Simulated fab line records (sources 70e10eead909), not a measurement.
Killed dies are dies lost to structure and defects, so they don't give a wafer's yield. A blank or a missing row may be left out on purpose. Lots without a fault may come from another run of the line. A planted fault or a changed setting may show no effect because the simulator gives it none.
A struck lot beside a sound one + flow nand_harc + 34 steps out of a route of 1302
Sound: the wafers L506.1, L506.4, L506.5. Wafers L497.1, L497.2, L497.4 were the ones struck. At the end, the cause is stated.
Each step with rows lists, per side, the tool, then ch with its chambers, then its first start. Under that, the readings that differ: sound wafers + struck wafers + difference of the means + sigmas: that difference in standard deviations of wafers without a fault.
alike: words and numbers the same on both sides, and readings whose means are apart by under 2 such deviations; not compared: readings that were withheld, readings missing a value for some wafer, numbers with overlapping values and no deviation given by the record, and bounds like >300 which may hide the same value.
Wherever a step has rows on one side only, a row that says differs or no value, or a row with sigmas, the two part there. Non-overlapping numbers with no deviation appear without sigmas and do not part them. A reading missing from all wafers of one side parts the sides only when that side holds two or more wafers.

first, 5 steps without rows for these wafers: NHARC_A_ONON_D1_DEP_22 (target thk 1000 nm); NHARC_A_ONON_D1_DEP_25 (target thk 1000 nm); NHARC_A_ONON_D1_DEP_28 (target thk 1000 nm); NHARC_A_ONON_D1_DEP_33 (deposits SiO2, target thk 200 nm); NHARC_A_CHANNEL_HOLE_D1_DEP_00 (deposits aC, target thk 3100 nm).
NHARC_A_CHANNEL_HOLE_D1_DEP_01: deposits SiON, target thk 140 nm.
  sound on pecvd-02 ch 0,1, day 15 08:16; struck on pecvd-01 ch 0,1, day 11 17:25
  alike: heater_power_outer_w, heater_power_w
then, 10 steps without rows for these wafers: NHARC_A_CHANNEL_HOLE_D1_DEHYDRATE_02 (time 120 s); NHARC_A_CHANNEL_HOLE_D1_HMDS_03 (time 30 s); NHARC_A_CHANNEL_HOLE_D1_COAT_36 (time 75 s); NHARC_A_CHANNEL_HOLE_D1_COAT_37 (time 65 s); NHARC_A_CHANNEL_HOLE_D1_COAT_04 (resist thk 90 nm); NHARC_A_CHANNEL_HOLE_D1_SOFTBAKE_05 (time 55 s); NHARC_A_CHANNEL_HOLE_D1_EBR_06; NHARC_A_CHANNEL_HOLE_D1_EXPOSE_07 (exposes mask HOLE D1, target cd 100 nm); NHARC_A_CHANNEL_HOLE_D1_PEB_08 (peb time 65 s); NHARC_A_CHANNEL_HOLE_D1_DEVELOP_09 (develop time 35 s).
NHARC_A_CHANNEL_HOLE_D1_INSPECT_12:
  struck on defect_inspect-01, day 11 18:14; sound on defect_inspect-02, day 15 09:05
| reading          | sound  | struck      | difference | sigmas      |
|------------------|--------|-------------|------------|-------------|
| raw_defect_count | 3 11 5 | 382 376 346 | +362       | +99 or more |
then, 15 steps without rows for these wafers: NHARC_A_CHANNEL_HOLE_D1_DESCUM_15 (chemistry O2, time 3 s); NHARC_A_CHANNEL_HOLE_D1_ETCH_38 (etches the open film in CF4, target depth 39 nm, time 65 s); NHARC_A_CHANNEL_HOLE_D1_ETCH_39 (etches the open film in N2/H2, target depth 260 nm, time 325 s); NHARC_A_CHANNEL_HOLE_D1_ETCH_34 (etches the open film in CF4/CHF3, target depth 154 nm, time 77 s); NHARC_A_CHANNEL_HOLE_D1_ETCH_16 (etches the open film in O2/COS, target depth 3100 nm, time 806 s); NHARC_A_CHANNEL_HOLE_D1_ETCH_19 (etches the open film in C4F8/O2/Ar, time 34.5 s); NHARC_A_CHANNEL_HOLE_D1_ETCH_20 (etches the open film in C4F8/O2/Ar, time 361.9 s, target depth 1600 nm); NHARC_A_CHANNEL_HOLE_D1_ETCH_21 (etches the open film in C4F8/O2/Ar, time 514.3 s, target depth 1600 nm); NHARC_A_CHANNEL_HOLE_D1_ETCH_22 (etches the open film in C4F8/O2/Ar, time 666.7 s, target depth 1600 nm); NHARC_A_CHANNEL_HOLE_D1_ETCH_23 (etches the open film in C4F8/O2/Ar, time 819 s, target depth 1600 nm); NHARC_A_CHANNEL_HOLE_D1_ETCH_24 (etches the open film in C4F8/O2/Ar, time 906.2 s, target depth 1500 nm); NHARC_A_CHANNEL_HOLE_D1_ETCH_25 (etches the open film in C4F8/O2/Ar, time 1040.2 s, target depth 1500 nm); NHARC_A_CHANNEL_HOLE_D1_ETCH_26 (etches the open film in C4F8/O2/Ar, time 224.1 s, target depth 300 nm); NHARC_A_CHANNEL_HOLE_D1_ETCH_33 (etches the open film in C4F8/O2/Ar, time 90 s, target depth 400 nm); NHARC_A_CHANNEL_HOLE_D1_STRIP_41 (strips in N2/H2).
NHARC_A_CHANNEL_HOLE_D1_INSPECT_40:
  struck on defect_inspect-01, day 12 01:20; sound on defect_inspect-02, day 15 16:52
| reading          | sound    | struck      | difference | sigmas |
|------------------|----------|-------------|------------|--------|
| raw_defect_count | 65 45 39 | 467 471 427 | +405       | +16    |
-- break in the record here, with 16 days between the starts of the struck wafers on either side (left off in module A_CHANNEL_HOLE_D1, picked up again in module END, where the first step shown is number 1302 on the route) --
NHARC_END_SORT_01:
  only the struck wafers appear in the record here, on prober-02 ch 0 at day 27 20:00; the sound ones have no rows

WHERE THEY PART
Earliest at NHARC_A_CHANNEL_HOLE_D1_INSPECT_12; latest, in this record, at NHARC_END_SORT_01.

WHY: what the simulator had put in
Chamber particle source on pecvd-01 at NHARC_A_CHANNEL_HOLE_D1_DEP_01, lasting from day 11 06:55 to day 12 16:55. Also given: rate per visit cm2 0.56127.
